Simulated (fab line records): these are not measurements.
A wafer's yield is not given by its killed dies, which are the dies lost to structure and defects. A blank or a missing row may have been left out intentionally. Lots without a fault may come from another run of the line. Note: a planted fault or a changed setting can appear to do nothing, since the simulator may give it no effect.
Chamber matching || flow n5 finfet || N5_STI_FIN_REVEAL_ETCHBACK_08 on rie diel-03 has 4 sister chambers
The step etches SiO2 in C4F6/O2, target depth 30.5 nm, time 10.167 s. 16 wafers are shown with their chamber, then 8 later ones without.

WAFERS, EACH WITH ITS CHAMBER
{"wafer": "L074.3", "chamber": 1, "rf vpp V (V)": 667, "showerhead plenum p Torr (Torr)": 2.88, "throttle valve pct (%)": 20.71}
{"wafer": "L074.4", "chamber": 2, "rf vpp V (V)": 681, "showerhead plenum p Torr (Torr)": 2.89, "throttle valve pct (%)": 20.87}
{"wafer": "L074.5", "chamber": 3, "rf vpp V (V)": 632, "showerhead plenum p Torr (Torr)": 2.72, "throttle valve pct (%)": 21.38}
{"wafer": "L079.3", "chamber": 1, "rf vpp V (V)": 667, "showerhead plenum p Torr (Torr)": 2.88, "throttle valve pct (%)": 20.74}
{"wafer": "L079.4", "chamber": 2, "rf vpp V (V)": 681, "showerhead plenum p Torr (Torr)": 2.88, "throttle valve pct (%)": 20.89}
{"wafer": "L079.6", "chamber": 3, "rf vpp V (V)": 632, "showerhead plenum p Torr (Torr)": 2.71, "throttle valve pct (%)": 21.43}
{"wafer": "L083.2", "chamber": 0, "rf vpp V (V)": 672, "showerhead plenum p Torr (Torr)": 2.83, "throttle valve pct (%)": 20.92}
{"wafer": "L083.5", "chamber": 0, "rf vpp V (V)": 672, "showerhead plenum p Torr (Torr)": 2.83, "throttle valve pct (%)": 20.92}
{"wafer": "L083.6", "chamber": 3, "rf vpp V (V)": 632, "showerhead plenum p Torr (Torr)": 2.71, "throttle valve pct (%)": 21.41}
{"wafer": "L084.1", "chamber": 3, "rf vpp V (V)": 632, "showerhead plenum p Torr (Torr)": 2.71, "throttle valve pct (%)": 21.40}
{"wafer": "L084.3", "chamber": 2, "rf vpp V (V)": 681, "showerhead plenum p Torr (Torr)": 2.88, "throttle valve pct (%)": 20.91}
{"wafer": "L084.4", "chamber": 0, "rf vpp V (V)": 671, "showerhead plenum p Torr (Torr)": 2.83, "throttle valve pct (%)": 20.90}
{"wafer": "L085.1", "chamber": 3, "rf vpp V (V)": 630, "showerhead plenum p Torr (Torr)": 2.71, "throttle valve pct (%)": 21.41}
{"wafer": "L085.4", "chamber": 1, "rf vpp V (V)": 667, "showerhead plenum p Torr (Torr)": 2.87, "throttle valve pct (%)": 20.74}
{"wafer": "L085.6", "chamber": 0, "rf vpp V (V)": 672, "showerhead plenum p Torr (Torr)": 2.83, "throttle valve pct (%)": 20.93}
{"wafer": "L088.1", "chamber": 2, "rf vpp V (V)": 680, "showerhead plenum p Torr (Torr)": 2.87, "throttle valve pct (%)": 20.92}

SIGNATURES, as means of the wafers listed above
{"reading": "rf vpp V", "chamber 0": 671.75, "chamber 1": 667.00, "chamber 2": 680.75, "chamber 3": 631.60, "scatter within a chamber": 0.626}
{"reading": "showerhead plenum p Torr", "chamber 0": 2.8300, "chamber 1": 2.8767, "chamber 2": 2.8800, "chamber 3": 2.7120, "scatter within a chamber": 0.00537}
{"reading": "throttle valve pct", "chamber 0": 20.9175, "chamber 1": 20.7300, "chamber 2": 20.8975, "chamber 3": 21.4060, "scatter within a chamber": 0.018}
Rule: a wafer's distance from a chamber is the root of the sum, over the readings, of the square of ((its reading less the chamber's mean) divided by the reading's scatter). The wafer belongs to the nearest chamber; if the next one is less than 2 further off, it can't be placed. The scatter: the root of (the sum of the squares of (reading less its chamber's mean) over the shown wafers, divided by (wafers less chambers)).

WAFERS WITH NO CHAMBER GIVEN
{"wafer": "L088.3", "rf vpp V (V)": 667, "showerhead plenum p Torr (Torr)": 2.87, "throttle valve pct (%)": 20.77}
{"wafer": "L088.4", "rf vpp V (V)": 633, "showerhead plenum p Torr (Torr)": 2.71, "throttle valve pct (%)": 21.41}
{"wafer": "L093.1", "rf vpp V (V)": 632, "showerhead plenum p Torr (Torr)": 2.70, "throttle valve pct (%)": 21.44}
{"wafer": "L093.3", "rf vpp V (V)": 666, "showerhead plenum p Torr (Torr)": 2.87, "throttle valve pct (%)": 20.78}
{"wafer": "L093.6", "rf vpp V (V)": 681, "showerhead plenum p Torr (Torr)": 2.87, "throttle valve pct (%)": 20.94}
{"wafer": "L095.1", "rf vpp V (V)": 667, "showerhead plenum p Torr (Torr)": 2.86, "throttle valve pct (%)": 20.78}
{"wafer": "L095.3", "rf vpp V (V)": 679, "showerhead plenum p Torr (Torr)": 2.87, "throttle valve pct (%)": 20.93}
{"wafer": "L095.4", "rf vpp V (V)": 672, "showerhead plenum p Torr (Torr)": 2.82, "throttle valve pct (%)": 20.97}

EACH ONE'S CHAMBER
{"wafer": "L088.3", "from the rows above": 1, "in truth": 1}
{"wafer": "L088.4", "from the rows above": 3, "in truth": 3}
{"wafer": "L093.1", "from the rows above": 3, "in truth": 3}
{"wafer": "L093.3", "from the rows above": 1, "in truth": 1}
{"wafer": "L093.6", "from the rows above": 2, "in truth": 2}
{"wafer": "L095.1", "from the rows above": 1, "in truth": 1}
{"wafer": "L095.3", "from the rows above": 2, "in truth": 2}
{"wafer": "L095.4", "from the rows above": 0, "in truth": 0}
Correctly placed: 8 of 8. Can't be placed from these rows: 0. 0 placed wrongly.
